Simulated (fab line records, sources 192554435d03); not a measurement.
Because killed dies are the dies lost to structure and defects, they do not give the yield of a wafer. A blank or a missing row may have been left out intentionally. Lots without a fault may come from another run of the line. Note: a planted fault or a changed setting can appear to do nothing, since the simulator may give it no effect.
Chamber matching -- flow n5_finfet -- rie_diel-04 running N5_FIN_CUT_ETCH_20: 4 sister chambers
The step etches SiARC in CF4, target depth 26 nm, time 43.3 s. 22 wafers are shown with their chamber, then 11 later ones without.

WAFERS, EACH WITH ITS CHAMBER
wafer,chamber,throttle_valve_pct (%),showerhead_plenum_p_Torr (Torr),oes_product_au (a.u.)
L075.3,3,15.51,2.23,0.63
L075.4,2,15.91,2.22,0.61
L075.6,3,15.51,2.23,0.64
L077.1,1,15.26,2.16,0.71
L077.3,2,15.92,2.22,0.60
L077.5,0,16.07,2.13,0.61
L079.3,2,15.97,2.22,0.61
L079.4,0,16.09,2.12,0.61
L079.6,0,16.10,2.13,0.61
L081.2,1,15.28,2.15,0.70
L081.4,3,15.53,2.23,0.62
L081.5,1,15.28,2.16,0.69
L083.2,2,15.96,2.22,0.61
L083.4,1,15.29,2.16,0.70
L083.5,2,15.95,2.22,0.60
L085.3,0,16.11,2.12,0.60
L085.5,3,15.55,2.23,0.62
L085.6,2,15.96,2.22,0.60
L086.1,2,15.97,2.22,0.60
L086.2,3,15.53,2.22,0.62
L086.5,2,15.96,2.22,0.59
L087.2,0,16.10,2.12,0.60

SIGNATURES (averages over the wafers above)
reading,chamber 0,chamber 1,chamber 2,chamber 3,scatter within a chamber
throttle_valve_pct,16.0940,15.2775,15.9500,15.5260,0.0184
showerhead_plenum_p_Torr,2.1240,2.1575,2.2200,2.2280,0.00391
oes_product_au,0.6060,0.7000,0.6025,0.6260,0.00742
Rule: for each reading, subtract the chamber's mean from the wafer's reading, divide by that reading's scatter and square the result; add these up over the readings and take the root, which gives the wafer's distance from the chamber. The wafer belongs to the nearest chamber; if the next one is less than 2 further off, it can't be placed. The scatter: take each reading less its chamber's mean, square it, sum over the shown wafers, divide by the number of wafers less the number of chambers, and take the root.

WAFERS WHOSE CHAMBER IS MISSING
wafer,throttle_valve_pct (%),showerhead_plenum_p_Torr (Torr),oes_product_au (a.u.)
L087.4,15.30,2.15,0.68
L087.6,15.55,2.22,0.61
L088.2,15.29,2.15,0.69
L088.3,16.11,2.12,0.60
L088.5,15.29,2.15,0.69
L089.2,15.57,2.22,0.62
L089.4,15.98,2.21,0.59
L089.6,15.56,2.22,0.61
L092.2,15.99,2.21,0.59
L092.5,16.11,2.12,0.60
L092.6,15.56,2.22,0.62

THE CHAMBER EACH PASSED THROUGH
wafer,from the rows above,in truth
L087.4,1,1
L087.6,3,3
L088.2,1,1
L088.3,0,0
L088.5,1,1
L089.2,3,3
L089.4,2,2
L089.6,3,3
L092.2,2,2
L092.5,0,0
L092.6,3,3
Correct placement for 11 of the 11. Left unplaced by these rows: 0. Number placed wrongly: 0.
